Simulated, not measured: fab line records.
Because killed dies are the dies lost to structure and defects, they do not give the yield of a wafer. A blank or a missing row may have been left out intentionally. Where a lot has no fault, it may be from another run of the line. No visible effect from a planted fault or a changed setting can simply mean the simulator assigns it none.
Problem report in the 8D (eight disciplines) form, filled by code	flow n5Finfet	the parts of the form that need people (team, actions taken, sign-off) are left out

1. THE ISSUE
Mean of rfFwdPowerW at N5_MIM_BOT_ETCH_ETCH_00: 757 W across 4 wafers in 3 lots; on wafers with no fault it is 995 W (standard deviation 3.9). Measured from the usual mean, that is -61 standard deviations.
The step: etches TiN in Cl2/BCl3, target depth 45.5 nm.
Earliest sighting: wafer L290.1 on rieMetal-03 at day 14 20:37. At this step, 27 wafers from 9 lots have a number in the record. By rule, "out" or "out of limits" means more than 4 standard deviations away from the usual mean. The other wafers with a number count as sound.

2. WHAT IT IS; WHAT IT IS NOT
question	is	is not
which readings at this step	rfFwdPowerW	drypumpMotorCurrentA
which lots	L286, L290, L294	L284, L289, L298, L303, L304, L306
which wafers of those lots	L286.5, L290.1, L294.4, L294.5	L286.1, L286.4, L290.4, L290.5, L294.3
read on which tools	rieMetal-03	rieMetal-01, rieMetal-02
when	from day 14 20:37	up to then (8 sound wafers); but 15 sound wafers of L286, L294, L298, L303, L304, L306 came after

3. WHAT RULES OUT EACH SUSPECT
Counting: a tool at a process step up to the reading stays a suspect if it ran every lot that is out. Sound lots after the first of them don't rule it out here, since some wafers of a struck lot are sound.
- rieMetal-03 at N5_MIM_BOT_ETCH_ETCH_03 (etches the open film in Cl2/BCl3, target depth 12 nm): kept. Ran every lot that is out, first one L290 (day 14 20:31); last sound lot up to then L289 (day 14 17:47).
- rieMetal-03 at N5_MIM_BOT_ETCH_ETCH_00 (etches TiN in Cl2/BCl3, target depth 45.5 nm): kept. Ran every lot that is out, first one L290 (day 14 20:37); last sound lot up to then L289 (day 14 17:53). Out on those wafers are its own readings of rfFwdPowerW.
- The sound lot-mates ran in chamber 1 of rieMetal-03 at N5_MIM_BOT_ETCH_ETCH_03, but the wafers that are out ran in chamber 0.
- The sound lot-mates ran in chamber 1 of rieMetal-03 at N5_MIM_BOT_ETCH_ETCH_00, but the wafers that are out ran in chamber 0.
Left after counting: rieMetal-03 at N5_MIM_BOT_ETCH_ETCH_03, rieMetal-03 at N5_MIM_BOT_ETCH_ETCH_00.

4. THE CAUSE (what the simulator had put in)
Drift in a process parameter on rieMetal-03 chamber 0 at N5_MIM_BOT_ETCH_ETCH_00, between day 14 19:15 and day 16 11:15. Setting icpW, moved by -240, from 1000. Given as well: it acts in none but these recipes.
Of the 2 suspects that counting leaves, this tool is one.

5. THE EFFECT CHAIN, in route order
One row per reading whose mean, taken over the struck wafers that have a number, lies over 3 standard deviations from the usual. Only readings whose record carries a usual standard deviation are examined. hours: median over the lots of the time between each lot's start at the first step of this table that gives one and its start at this step. sigmas: the change, counted in usual standard deviations.
hours	step	reading	usual	on struck wafers	change	sigmas
0	N5_MIM_BOT_ETCH_ETCH_00	rfFwdPowerW	995 W	757	-238	-61
0	N5_MIM_BOT_ETCH_ETCH_00	throttleValvePct	21.89 %	22.38	+0.49	+3.0
11	N5_PASSIVATION_PROBE_49	defectLimitedYield	91.1 %	85.4	-5.7	-3.8
11	N5_PASSIVATION_PROBE_49	killedAtOther	4	74	+70	+22
11	N5_PASSIVATION_PROBE_49	killedDies	105	172	+67	+3.9
11	N5_PASSIVATION_PROBE_49	sort_bin_5_function	5.2 %	11.2	+6.0	+6.3
11	N5_PASSIVATION_PROBE_49	sortNPass	1075	1008	-67	-3.9
11	N5_PASSIVATION_PROBE_49	sortYieldPct	91.1 %	85.4	-5.7	-3.8
Process steps it contains:
- N5_MIM_BOT_ETCH_ETCH_00: etches TiN in Cl2/BCl3, target depth 45.5 nm.
- N5_PASSIVATION_PROBE_49

6. WHAT WOULD HAVE CAUGHT IT SOONER
In this record the first reading out of limits was taken at day 14 20:37, 1 hour after the fault began at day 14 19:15.
